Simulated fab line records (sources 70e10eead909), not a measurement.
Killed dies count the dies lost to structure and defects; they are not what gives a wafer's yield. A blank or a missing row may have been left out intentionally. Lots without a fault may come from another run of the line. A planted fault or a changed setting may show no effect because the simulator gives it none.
Struck lot and sound lot, side by side / flow nand-harc / 13 steps out of a route of 1302
Sound: wafers L643.1, L643.2, L643.5. Struck: wafers L654.1, L654.5 (left out: L654.2, a lot-mate that was not struck); the cause follows at the end.
Per side, at each step with rows, come the tool, then ch with its chambers, and then its first start. Under that, the readings that differ: sound wafers / struck wafers / difference of the means / sigmas: that difference in standard deviations of wafers without a fault.
alike: a reading whose means differ by less than 2 such deviations, as well as words and numbers matching on both sides. not compared: withheld readings; readings where some wafer has no value; bounds like >300 that might hide an equal value; numbers whose values overlap and for which the record gives no deviation.
Wherever a step has rows on one side only, a row that says differs or no value, or a row with sigmas, the two part there. Non-overlapping numbers with no deviation appear without sigmas and do not part them. A reading that every wafer of one side lacks parts them only if that side has two wafers or more.

first, 9 steps without rows for these wafers: NHARC_A_STAIRCASE_DEHYDRATE_01 (time 120 s); NHARC_A_STAIRCASE_HMDS_02 (time 30 s); NHARC_A_STAIRCASE_COAT_03; NHARC_A_STAIRCASE_SOFTBAKE_04 (time 170 s); NHARC_A_STAIRCASE_EBR_05; NHARC_A_STAIRCASE_EXPOSE_06 (exposes mask STAIR); NHARC_A_STAIRCASE_PEB_07 (peb time 130 s); NHARC_A_STAIRCASE_DEVELOP_08 (time 140 s); NHARC_A_STAIRCASE_HARDBAKE_10 (time 140 s).
NHARC_A_STAIRCASE_DESCUM_11: chemistry O2, time 3 s.
  sound on rie-diel-03 ch 1,2,3, day 18 22:31; struck on rie-diel-03 ch 0,1, day 23 06:37
  alike: drypump-motor-current-A, oes-product-au, rf-vpp-V, showerhead-plenum-p-Torr, throttle-valve-pct
  not compared: rf-hours-counter-h
NHARC_A_STAIRCASE_TRIM_12: chemistry O2, time 211.2 s.
  sound on rie-diel-03 ch 1,2,3, day 18 22:35; struck on rie-diel-03 ch 1, day 23 06:41
  alike: drypump-motor-current-A, oes-product-au, rf-vpp-V, showerhead-plenum-p-Torr, throttle-valve-pct
  not compared: rf-hours-counter-h
NHARC_A_STAIRCASE_ETCH_13: etches the open film in C4F8/O2, target depth 100 nm, time 40.5 s.
  sound on rie-diel-03 ch 1,2,3, day 18 22:45; struck on rie-diel-03 ch 0,1, day 23 06:50
reading=oes-product-au (a.u.); sound=0.954 0.963 0.940; struck=1.084 1.085; difference=+0.132; sigmas=+10
  alike: rf-vpp-V
  not compared: rf-hours-counter-h
NHARC_A_STAIRCASE_TRIM_14: chemistry O2, time 211.2 s.
  sound on rie-diel-03 ch 0,1,2; struck on rie-diel-03 ch 2,3
reading=oes-product-au (a.u.); sound=1.015 1.006 1.006; struck=0.987 0.990; difference=-0.020; sigmas=-2
  alike: drypump-motor-current-A, rf-vpp-V, showerhead-plenum-p-Torr, throttle-valve-pct
  not compared: rf-hours-counter-h

== WHERE THEY PART ==
At NHARC_A_STAIRCASE_ETCH_13 first; at NHARC_A_STAIRCASE_TRIM_14 last (within this record only).

WHY: whatever the simulator had introduced
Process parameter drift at NHARC_A_STAIRCASE_ETCH_13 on rie-diel-03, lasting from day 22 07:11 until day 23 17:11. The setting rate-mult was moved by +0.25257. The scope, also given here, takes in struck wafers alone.
